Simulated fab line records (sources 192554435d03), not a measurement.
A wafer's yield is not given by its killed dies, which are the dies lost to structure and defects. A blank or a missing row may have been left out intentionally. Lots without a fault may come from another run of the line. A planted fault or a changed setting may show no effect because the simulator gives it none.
Split-lot study || flow n5_finfet || 21 wafers read from 7 lots, route of 1938 steps

SPLIT DETAILS
At N5_BEOL_M3_ILD_DEP_00 (deposits SiOC from DEMS/O2, target thk 79 nm, time 15.3 s), the setting time_s was moved away from the recipe's 15.3 s on 7 of the 21 wafers read, by -14.3% to +8.4%. The other wafers ran this setting at the recipe's value.

No step appears in the file between the split and the reading.

THE READING
At N5_BEOL_M3_THK_MEAS_01: M3_ILD_THK, given in nm. On this fab line, fault-free wafers typically give 78.8 nm with a standard deviation of 0.98 nm.

{"wafer": "L077.2", "tool, chamber at the split": "pecvd-03, 1", "time_s as run, s": 15.3, "against the recipe": "recipe", "M3_ILD_THK, nm": 76.8, "against lot-mates on the recipe": "-"}
{"wafer": "L077.4", "tool, chamber at the split": "pecvd-03, 2", "time_s as run, s": 13.63, "against the recipe": "-10.9%", "M3_ILD_THK, nm": 69.5, "against lot-mates on the recipe": -7.9}
{"wafer": "L077.6", "tool, chamber at the split": "pecvd-03, 1", "time_s as run, s": 15.3, "against the recipe": "recipe", "M3_ILD_THK, nm": 78.0, "against lot-mates on the recipe": "-"}
{"wafer": "L081.2", "tool, chamber at the split": "pecvd-01, 0", "time_s as run, s": 15.3, "against the recipe": "recipe", "M3_ILD_THK, nm": 77.2, "against lot-mates on the recipe": "-"}
{"wafer": "L081.5", "tool, chamber at the split": "pecvd-01, 1", "time_s as run, s": 15.3, "against the recipe": "recipe", "M3_ILD_THK, nm": 80.1, "against lot-mates on the recipe": "-"}
{"wafer": "L081.6", "tool, chamber at the split": "pecvd-01, 0", "time_s as run, s": 15.3, "against the recipe": "recipe", "M3_ILD_THK, nm": 80.6, "against lot-mates on the recipe": "-"}
{"wafer": "L082.4", "tool, chamber at the split": "pecvd-03, 2", "time_s as run, s": 16.59, "against the recipe": "+8.4%", "M3_ILD_THK, nm": 85.4, "against lot-mates on the recipe": "+5.6"}
{"wafer": "L082.5", "tool, chamber at the split": "pecvd-03, 0", "time_s as run, s": 15.3, "against the recipe": "recipe", "M3_ILD_THK, nm": 79.8, "against lot-mates on the recipe": "-"}
{"wafer": "L082.6", "tool, chamber at the split": "pecvd-03, 1", "time_s as run, s": 16.59, "against the recipe": "+8.4%", "M3_ILD_THK, nm": 85.5, "against lot-mates on the recipe": "+5.7"}
{"wafer": "L087.1", "tool, chamber at the split": "pecvd-01, 0", "time_s as run, s": 13.11, "against the recipe": "-14.3%", "M3_ILD_THK, nm": 67.3, "against lot-mates on the recipe": -12.3}
{"wafer": "L087.4", "tool, chamber at the split": "pecvd-01, 0", "time_s as run, s": 15.3, "against the recipe": "recipe", "M3_ILD_THK, nm": 79.6, "against lot-mates on the recipe": "-"}
{"wafer": "L087.6", "tool, chamber at the split": "pecvd-01, 1", "time_s as run, s": 13.11, "against the recipe": "-14.3%", "M3_ILD_THK, nm": 68.8, "against lot-mates on the recipe": -10.8}
{"wafer": "L086.1", "tool, chamber at the split": "pecvd-03, 1", "time_s as run, s": 15.3, "against the recipe": "recipe", "M3_ILD_THK, nm": 77.6, "against lot-mates on the recipe": "-"}
{"wafer": "L086.3", "tool, chamber at the split": "pecvd-03, 0", "time_s as run, s": 15.3, "against the recipe": "recipe", "M3_ILD_THK, nm": 78.7, "against lot-mates on the recipe": "-"}
{"wafer": "L086.6", "tool, chamber at the split": "pecvd-03, 1", "time_s as run, s": 15.3, "against the recipe": "recipe", "M3_ILD_THK, nm": 79.5, "against lot-mates on the recipe": "-"}
{"wafer": "L090.2", "tool, chamber at the split": "pecvd-03, 1,0", "time_s as run, s": 15.3, "against the recipe": "recipe", "M3_ILD_THK, nm": 79.2, "against lot-mates on the recipe": "-"}
{"wafer": "L090.3", "tool, chamber at the split": "pecvd-03, 1,0", "time_s as run, s": 15.3, "against the recipe": "recipe", "M3_ILD_THK, nm": 79.1, "against lot-mates on the recipe": "-"}
{"wafer": "L090.6", "tool, chamber at the split": "pecvd-03, 2", "time_s as run, s": 13.33, "against the recipe": "-12.9%", "M3_ILD_THK, nm": 69.8, "against lot-mates on the recipe": -9.4}
{"wafer": "L095.1", "tool, chamber at the split": "pecvd-03, 0", "time_s as run, s": 15.3, "against the recipe": "recipe", "M3_ILD_THK, nm": 78.3, "against lot-mates on the recipe": "-"}
{"wafer": "L095.3", "tool, chamber at the split": "pecvd-03, 1", "time_s as run, s": 16.32, "against the recipe": "+6.7%", "M3_ILD_THK, nm": 82.8, "against lot-mates on the recipe": "+3.5"}
{"wafer": "L095.4", "tool, chamber at the split": "pecvd-03, 2", "time_s as run, s": 15.3, "against the recipe": "recipe", "M3_ILD_THK, nm": 80.4, "against lot-mates on the recipe": "-"}
Rows listing several chambers each stand for several wafers; the file does not say which wafer went through which chamber.

THE FIT
A straight line over all 21 wafers: M3_ILD_THK changes by +0.755 nm for each +1% of time_s; r = +0.98; the points scatter about the line by 1.1 nm.
The same after taking each lot's own level away (the mean of its wafers on the recipe; 21 wafers): +0.737 nm for each +1%; r = +0.98; scatter 0.93 nm.
Per that fit: largest time_s move, reading shift of 11 nm.
The lots' own levels span 77.40 to 79.80 nm, that is 2.4 times the standard deviation above.
The two slopes agree, so the slope changes little with the lot-to-lot level.
Check: for one of the wafers moved furthest among these (-14.3%), held out of the fit, the line's prediction against its lot-mates is -10.3 nm. Against them it came out at -12.3 nm.

OTHER SPLITS APPLIED TO THESE WAFERS
These wafers also went through other splits before the reading. Each is held against what the fit with the lots' levels taken away leaves over:
{"other split on the same wafers": "N5_BEOL_M1_COAT_73 temp_c", "wafers away from the commonest value": 6, "r with M3_ILD_THK (lot level and that fit taken away)": -0.02}
{"other split on the same wafers": "N5_BEOL_M2_DESCUM_16 time_s", "wafers away from the commonest value": 8, "r with M3_ILD_THK (lot level and that fit taken away)": -0.30}
{"other split on the same wafers": "N5_BEOL_M2_TRENCH_ETCH_37 bias_w", "wafers away from the commonest value": 10, "r with M3_ILD_THK (lot level and that fit taken away)": "+0.25"}

THE WHOLE CHAIN: every reading that the file lists as answering this split, in the file's order
{"step": "N5_BEOL_M3_ILD_DEP_00", "what it does": "deposits SiOC from DEMS/O2, target thk 79 nm, time 15.3 s", "reading": "SiOC_of_BEOL_M3_ILD_DEP_00.thk_nm (the simulator's own value, which no gauge read)", "change (the file's fit)": "+0.736 nm for each +1% of the setting", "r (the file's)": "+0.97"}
{"step": "N5_BEOL_M3_THK_MEAS_01", "what it does": "", "reading": "M3_ILD_THK", "change (the file's fit)": "+0.733 for each +1% of the setting", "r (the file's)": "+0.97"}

THE FILE'S OWN FIT
M3_ILD_THK changes by +0.733 nm for each +1% of time_s, r = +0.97.
